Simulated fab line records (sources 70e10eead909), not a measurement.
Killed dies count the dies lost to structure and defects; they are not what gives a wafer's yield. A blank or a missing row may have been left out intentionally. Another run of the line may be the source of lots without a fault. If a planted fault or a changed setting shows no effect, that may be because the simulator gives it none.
Matching of chambers :: flow nandHarc :: 4 sister chambers for NHARC_P_BONDPAD_CMP_19 on cmp-04
The step polishes, t overpolish 30 s, cu recess touch 16 s, target thk 160.81 nm. 4 wafers are shown with their chamber, then 12 later ones without.

## WAFERS WITH THEIR CHAMBER
wafer: L087.6
chamber: 0
motorCurrentA (A): 12.1

wafer: L091.2
chamber: 2
motorCurrentA (A): 10.7

wafer: L091.4
chamber: 1
motorCurrentA (A): 11.5

wafer: L091.6
chamber: 3
motorCurrentA (A): 13.2

## WAFERS WITH NO CHAMBER GIVEN
wafer: L092.1
motorCurrentA (A): 11.1

wafer: L092.4
motorCurrentA (A): 13.6

wafer: L092.5
motorCurrentA (A): 10.9

wafer: L092.2
motorCurrentA (A): 12.0

wafer: L092.3
motorCurrentA (A): 11.0

wafer: L092.6
motorCurrentA (A): 10.7

wafer: L095.2
motorCurrentA (A): 12.0

wafer: L095.4
motorCurrentA (A): 11.9

wafer: L095.6
motorCurrentA (A): 10.8

wafer: L096.2
motorCurrentA (A): 11.7

wafer: L096.3
motorCurrentA (A): 13.3

wafer: L096.5
motorCurrentA (A): 13.3

## CHAMBER TAKEN BY EACH
wafer: L092.1
from the rows above: can't be placed: 1 or 2
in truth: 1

wafer: L092.4
from the rows above: 3
in truth: 3

wafer: L092.5
from the rows above: can't be placed: 2 or 1
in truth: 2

wafer: L092.2
from the rows above: can't be placed: 0 or 1
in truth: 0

wafer: L092.3
from the rows above: can't be placed: 2 or 1
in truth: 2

wafer: L092.6
from the rows above: 2
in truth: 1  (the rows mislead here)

wafer: L095.2
from the rows above: can't be placed: 0 or 1
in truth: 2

wafer: L095.4
from the rows above: can't be placed: 0 or 1
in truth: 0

wafer: L095.6
from the rows above: 2
in truth: 2

wafer: L096.2
from the rows above: can't be placed: 1 or 0
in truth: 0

wafer: L096.3
from the rows above: 3
in truth: 3

wafer: L096.5
from the rows above: 3
in truth: 3
Placed correctly: 4 of 12. From these rows, 7 cannot be placed; in 6 the true chamber is one of the candidates. Placed wrongly: 1.
How it was worked out, from the rows above alone: a wafer's distance from a chamber is the root of the sum, over the readings, of the square of ((its reading less the chamber's mean) divided by the reading's scatter). If the next closest chamber is less than 2 further off than the closest, the wafer can't be placed; otherwise it belongs to the closest. A chamber's mean is the mean of its shown wafers. The scatter: root of mean squared gap, hidden wafer to nearest shown wafer, with one shown wafer a chamber.
